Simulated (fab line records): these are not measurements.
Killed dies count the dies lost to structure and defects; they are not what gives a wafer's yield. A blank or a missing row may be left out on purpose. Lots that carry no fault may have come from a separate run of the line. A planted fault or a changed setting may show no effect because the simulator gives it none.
fab line records | flow nand-harc | part 2 of 2: steps 28 to 38 of 38
record: lots: 5 | wafers: 15 | last-day: 30
route steps=1302 shown A_CHANNEL_FILL_D1@515 A_DECK1_JOINT@518 A_ONON_D2@545
lots untouched by any fault: they come from a run of this same line in which no faults occurred
start-h: start of the lot's first displayed wafer, in hours after the record's first day | wait-h: hours since the lot's step before | " unchanged from the row above | L1.1+2: several wafers, shown together as one row | - no value, or no start given | * or withheld: withheld | < > ~ a bound
route shown NAME@n: names a module that has steps shown in the file, with the first one's number in the route | usual: mean/standard deviation taken from wafers without a fault | same: alike in all rows | chamber/n: place in a boat | sites: readings site by site | _std_site: how widely they spread, as a standard deviation | _edge_site: inner sites' mean taken away from outer sites' mean | radius-mm: how far each site lies from the wafer's centre | mask NAME#n: copy n | behind: the tool/chamber that last shaped the wafer | hold: why the lot went on hold/how many hours it stayed there/how the hold came to an end | device: the n, p or np transistor that did not switch | end of line: at the end of the route, the tests of the same wafers | where a step has no rows: the recipe by itself | killed: the dies lost at the first sort to structure and to defects; this is not the yield of the wafer | map: shows each die of a wafer: x if killed, . if not, _ if none is there
set.NAME: the run value of the setting; set.NAME@STEP: its run value at that earlier step | model.NAME: the simulator's own value behind a step, which no gauge read
lots at some steps of the route; a table a step, a row a wafer
services: a tool's chamber out of use, with start hour (start-h, from the record's first day; less than 0 if before it), hours out, and reason
== steps ==
step: NHARC_A_DECK1_JOINT_INSPECT_05
usual: raw-defect-count: 325/130
lot.wafer | tool              | chamber | start-h | wait-h | raw-defect-count
L076.3    | defect-inspect-01 | -       | 293.69  | 0.0    | 682
L076.4    | "                 | -       | "       | "      | 533
L076.5    | "                 | -       | "       | "      | 341
L075.4    | defect-inspect-02 | -       | 345.04  | 0.0    | 475
L075.5    | "                 | -       | "       | "      | 174
L075.6    | "                 | -       | "       | "      | 293
L084.3    | defect-inspect-02 | -       | 366.49  | 0.0    | 252
L084.4    | "                 | -       | "       | "      | 246
L084.5    | "                 | -       | "       | "      | 233
L087.2    | defect-inspect-02 | -       | 417.49  | 0.0    | 393
L087.3    | "                 | -       | "       | "      | 514
L087.5    | "                 | -       | "       | "      | 297
L090.2    | defect-inspect-02 | -       | 424.06  | 0.0    | 282
L090.4    | "                 | -       | "       | "      | 280
L090.5    | "                 | -       | "       | "      | 255
step: NHARC_A_ONON_D2_DEP_00
recipe: target-thk-a: 10000 | n2-flow-sccm: 2750 | n2o-flow-sccm: 2000 | nh3-flow-sccm: 500 | sih4-flow-sccm: 210 | temp-c: 400
usual: n2o-flow-sccm: 2000/5.4
lot.wafer | tool          | chamber | start-h | wait-h | n2o-flow-sccm
L076.3    | pecvd-onon-04 | 0       | 293.87  | 0.2    | 2007
L076.4    | "             | 0       | "       | "      | 2008
L076.5    | "             | 0       | "       | "      | 2004
L075.4    | pecvd-onon-04 | 0       | 345.28  | 0.2    | 2003
L075.5    | "             | 0       | "       | "      | 2004
L075.6    | "             | 0       | "       | "      | 1998
L084.3    | pecvd-onon-04 | 0       | 366.67  | 0.2    | 2001
L084.4    | "             | 0       | "       | "      | 2008
L084.5    | "             | 0       | "       | "      | 2001
L087.2    | pecvd-onon-04 | 0       | 417.61  | 0.1    | 1997
L087.3    | "             | 0       | "       | "      | 1999
L087.5    | "             | 0       | "       | "      | 1990
L090.2    | pecvd-onon-02 | 0       | 424.18  | 0.1    | 2000
L090.4    | "             | 0       | "       | "      | 2002
L090.5    | "             | 0       | "       | "      | 2001
step: NHARC_A_ONON_D2_THK_MEAS_02
recipe: thk-meas-gauge: ellipsometry
usual: thk-nm: 998/10
lot.wafer | tool          | chamber | start-h | wait-h | thk-nm
L076.3    | film-metro-02 | -       | 294.27  | -      | 989
L076.4    | "             | -       | "       | "      | 990
L076.5    | "             | -       | "       | "      | 987
L075.4    | film-metro-01 | -       | 345.61  | -      | 995
L075.5    | "             | -       | "       | "      | 995
L075.6    | "             | -       | "       | "      | 996
L084.3    | film-metro-01 | -       | 367.06  | -      | 975
L084.4    | "             | -       | "       | "      | 978
L084.5    | "             | -       | "       | "      | 977
L087.2    | film-metro-02 | -       | 418.06  | -      | 1005
L087.3    | "             | -       | "       | "      | 1005
L087.5    | "             | -       | "       | "      | 1005
L090.2    | film-metro-01 | -       | 424.63  | -      | 995
L090.4    | "             | -       | "       | "      | 996
L090.5    | "             | -       | "       | "      | 997
step: NHARC_A_ONON_D2_DEP_03
recipe: target-thk-a: 10000 | n2-flow-sccm: 2750 | n2o-flow-sccm: 2000 | nh3-flow-sccm: 500 | sih4-flow-sccm: 210 | temp-c: 400
usual: n2o-flow-sccm: 1997/5.7
lot.wafer | tool          | chamber | start-h | wait-h | n2o-flow-sccm
L076.3    | pecvd-onon-04 | 0       | 294.44  | 0.2    | 1999
L076.4    | "             | 0       | "       | "      | 1993
L076.5    | "             | 0       | "       | "      | 1995
L075.4    | pecvd-onon-01 | 0       | 345.84  | 0.2    | 1993
L075.5    | "             | 0       | "       | "      | 2003
L075.6    | "             | 0       | "       | "      | 2004
L084.3    | pecvd-onon-01 | 0       | 367.24  | 0.2    | 1996
L084.4    | "             | 0       | "       | "      | 2004
L084.5    | "             | 0       | "       | "      | 1998
L087.2    | pecvd-onon-02 | 0       | 418.18  | 0.1    | 2003
L087.3    | "             | 0       | "       | "      | 1993
L087.5    | "             | 0       | "       | "      | 1999
L090.2    | pecvd-onon-02 | 0       | 424.75  | 0.1    | 2003
L090.4    | "             | 0       | "       | "      | 1995
L090.5    | "             | 0       | "       | "      | 1991
step: NHARC_A_ONON_D2_THK_MEAS_05
recipe: thk-meas-gauge: ellipsometry
usual: thk-nm: 1003/8.7
lot.wafer | tool          | chamber | start-h | wait-h | thk-nm
L076.3    | film-metro-02 | -       | 294.84  | -      | 987
L076.4    | "             | -       | "       | "      | 986
L076.5    | "             | -       | "       | "      | 987
L075.4    | film-metro-02 | -       | 346.18  | -      | 1004
L075.5    | "             | -       | "       | "      | 1003
L075.6    | "             | -       | "       | "      | 1004
L084.3    | film-metro-02 | -       | 367.64  | -      | 1003
L084.4    | "             | -       | "       | "      | 1003
L084.5    | "             | -       | "       | "      | 1003
L087.2    | film-metro-02 | -       | 418.63  | -      | 1015
L087.3    | "             | -       | "       | "      | 1014
L087.5    | "             | -       | "       | "      | 1015
L090.2    | film-metro-01 | -       | 425.20  | -      | 1012
L090.4    | "             | -       | "       | "      | 1012
L090.5    | "             | -       | "       | "      | 1011
step: NHARC_A_ONON_D2_DEP_06
recipe: target-thk-a: 10000 | n2-flow-sccm: 2750 | n2o-flow-sccm: 2000 | nh3-flow-sccm: 500 | sih4-flow-sccm: 210 | temp-c: 400
usual: n2o-flow-sccm: 2000/5.1
lot.wafer | tool          | chamber | start-h | wait-h | n2o-flow-sccm
L076.3    | pecvd-onon-01 | 0       | 295.01  | 0.2    | 1993
L076.4    | "             | 0       | "       | "      | 1992
L076.5    | "             | 0       | "       | "      | 1996
L075.4    | pecvd-onon-04 | 0       | 346.41  | 0.2    | 2001
L075.5    | "             | 0       | "       | "      | 2007
L075.6    | "             | 0       | "       | "      | 2002
L084.3    | pecvd-onon-04 | 0       | 367.81  | 0.2    | 2003
L084.4    | "             | 0       | "       | "      | 1996
L084.5    | "             | 0       | "       | "      | 2009
L087.2    | pecvd-onon-01 | 0       | 418.75  | 0.1    | 2002
L087.3    | "             | 0       | "       | "      | 1999
L087.5    | "             | 0       | "       | "      | 1997
L090.2    | pecvd-onon-02 | 0       | 425.31  | 0.1    | 2009
L090.4    | "             | 0       | "       | "      | 2001
L090.5    | "             | 0       | "       | "      | 2009
step: NHARC_A_ONON_D2_THK_MEAS_08
recipe: thk-meas-gauge: ellipsometry
usual: thk-nm: 999/8.5
lot.wafer | tool          | chamber | start-h | wait-h | thk-nm
L076.3    | film-metro-02 | -       | 295.40  | -      | 991
L076.4    | "             | -       | "       | "      | 990
L076.5    | "             | -       | "       | "      | 991
L075.4    | film-metro-01 | -       | 346.75  | -      | 983
L075.5    | "             | -       | "       | "      | 983
L075.6    | "             | -       | "       | "      | 984
L084.3    | film-metro-02 | -       | 368.21  | -      | 997
L084.4    | "             | -       | "       | "      | 997
L084.5    | "             | -       | "       | "      | 997
L087.2    | film-metro-01 | -       | 419.20  | -      | 1002
L087.3    | "             | -       | "       | "      | 1004
L087.5    | "             | -       | "       | "      | 1006
L090.2    | film-metro-02 | -       | 425.76  | -      | 1008
L090.4    | "             | -       | "       | "      | 1008
L090.5    | "             | -       | "       | "      | 1009
step: NHARC_A_ONON_D2_DEP_09
recipe: target-thk-a: 10000 | n2-flow-sccm: 2750 | n2o-flow-sccm: 2000 | nh3-flow-sccm: 500 | sih4-flow-sccm: 210 | temp-c: 400
usual: n2o-flow-sccm: 2002/5
lot.wafer | tool          | chamber | start-h | wait-h | n2o-flow-sccm
L076.3    | pecvd-onon-01 | 0       | 295.57  | 0.2    | 1999
L076.4    | "             | 0       | "       | "      | 1995
L076.5    | "             | 0       | "       | "      | 1990
L075.4    | pecvd-onon-01 | 0       | 346.98  | 0.2    | 1996
L075.5    | "             | 0       | "       | "      | 2006
L075.6    | "             | 0       | "       | "      | 2005
L084.3    | pecvd-onon-01 | 0       | 368.38  | 0.2    | 2010
L084.4    | "             | 0       | "       | "      | 2009
L084.5    | "             | 0       | "       | "      | 2003
L087.2    | pecvd-onon-04 | 0       | 419.32  | 0.1    | 2001
L087.3    | "             | 0       | "       | "      | 1999
L087.5    | "             | 0       | "       | "      | 2003
L090.2    | pecvd-onon-02 | 0       | 425.88  | 0.1    | 2000
L090.4    | "             | 0       | "       | "      | 2003
L090.5    | "             | 0       | "       | "      | 1995
step: NHARC_A_ONON_D2_THK_MEAS_11
recipe: thk-meas-gauge: ellipsometry
usual: thk-nm: 1000/10
lot.wafer | tool          | chamber | start-h | wait-h | thk-nm
L076.3    | film-metro-02 | -       | 295.97  | -      | 985
L076.4    | "             | -       | "       | "      | 986
L076.5    | "             | -       | "       | "      | 987
L075.4    | film-metro-01 | -       | 347.31  | -      | 1006
L075.5    | "             | -       | "       | "      | 1007
L075.6    | "             | -       | "       | "      | 1007
L084.3    | film-metro-02 | -       | 368.77  | -      | 995
L084.4    | "             | -       | "       | "      | 995
L084.5    | "             | -       | "       | "      | 997
L087.2    | film-metro-02 | -       | 419.78  | -      | 1004
L087.3    | "             | -       | "       | "      | 1003
L087.5    | "             | -       | "       | "      | 1003
L090.2    | film-metro-01 | -       | 426.33  | -      | 992
L090.4    | "             | -       | "       | "      | 991
L090.5    | "             | -       | "       | "      | 994
step: NHARC_A_ONON_D2_DEP_12
recipe: target-thk-a: 10000 | n2-flow-sccm: 2750 | n2o-flow-sccm: 2000 | nh3-flow-sccm: 500 | sih4-flow-sccm: 210 | temp-c: 400
usual: n2o-flow-sccm: 2000/6.1
lot.wafer | tool          | chamber | start-h | wait-h | n2o-flow-sccm
L076.3    | pecvd-onon-02 | 0       | 296.14  | 0.2    | 2005
L076.4    | "             | 0       | "       | "      | 2004
L076.5    | "             | 0       | "       | "      | 2001
L075.4    | pecvd-onon-02 | 0       | 347.56  | 0.2    | 2003
L075.5    | "             | 0       | "       | "      | 2001
L075.6    | "             | 0       | "       | "      | 1992
L084.3    | pecvd-onon-04 | 0       | 368.94  | 0.2    | 2009
L084.4    | "             | 0       | "       | "      | 2005
L084.5    | "             | 0       | "       | "      | 2007
L087.2    | pecvd-onon-02 | 0       | 419.89  | 0.1    | 2009
L087.3    | "             | 0       | "       | "      | 2010
L087.5    | "             | 0       | "       | "      | 2003
L090.2    | pecvd-onon-02 | 0       | 426.45  | 0.1    | 1997
L090.4    | "             | 0       | "       | "      | 2009
L090.5    | "             | 0       | "       | "      | 1989
step: NHARC_A_ONON_D2_THK_MEAS_14
recipe: thk-meas-gauge: ellipsometry
usual: thk-nm: 1000/8.7
lot.wafer | tool          | chamber | start-h | wait-h | thk-nm
L076.3    | film-metro-02 | -       | 296.54  | -      | 1004
L076.4    | "             | -       | "       | "      | 1003
L076.5    | "             | -       | "       | "      | 1004
L075.4    | film-metro-02 | -       | 347.89  | -      | 996
L075.5    | "             | -       | "       | "      | 996
L075.6    | "             | -       | "       | "      | 995
L084.3    | film-metro-02 | -       | 369.33  | -      | 1005
L084.4    | "             | -       | "       | "      | 1004
L084.5    | "             | -       | "       | "      | 1002
L087.2    | film-metro-01 | -       | 420.36  | -      | 1015
L087.3    | "             | -       | "       | "      | 1017
L087.5    | "             | -       | "       | "      | 1016
L090.2    | film-metro-02 | -       | 426.90  | -      | 1010
L090.4    | "             | -       | "       | "      | 1011
L090.5    | "             | -       | "       | "      | 1011
== services ==
tool          | chamber | start-h | hours | kind
cmp-01        | -       | 237.95  | 2.1   | repair
cmp-02        | -       | 238.29  | 0.3   | repair
lpcvd-poly-01 | -       | 238.57  | 3.0   | repair
wet-bench-02  | -       | 244.00  | 8.0   | pm
rie-si-06     | 1       | 245.42  | 1.5   | repair
wet-h3po4-02  | -       | 247.77  | 8.0   | pm
fcvd-01       | -       | 248.75  | 6.3   | repair
cmp-04        | -       | 260.77  | 10.2  | repair
wet-bench-05  | -       | 260.80  | 8.0   | pm
pecvd-onon-01 | -       | 269.95  | 13.0  | pm
rie-si-02     | -       | 277.00  | 9.0   | pm
wet-bench-02  | -       | 277.26  | 5.3   | repair
fcvd-01       | 1       | 282.46  | 8.5   | repair
cmp-04        | -       | 287.21  | 9.7   | repair
rie-si-02     | 2       | 290.13  | 27.9  | repair
cmp-04        | -       | 308.72  | 4.0   | pm
pecvd-onon-04 | -       | 311.00  | 13.0  | pm
wet-h3po4-01  | -       | 336.35  | 8.0   | pm
wet-bench-05  | -       | 352.50  | 3.1   | repair
fcvd-01       | -       | 366.00  | 13.0  | pm
pecvd-onon-02 | -       | 366.28  | 13.0  | pm
wet-bench-06  | -       | 369.60  | 8.0   | pm
cmp-04        | -       | 406.72  | 4.0   | pm
wet-bench-02  | -       | 420.00  | 8.0   | pm
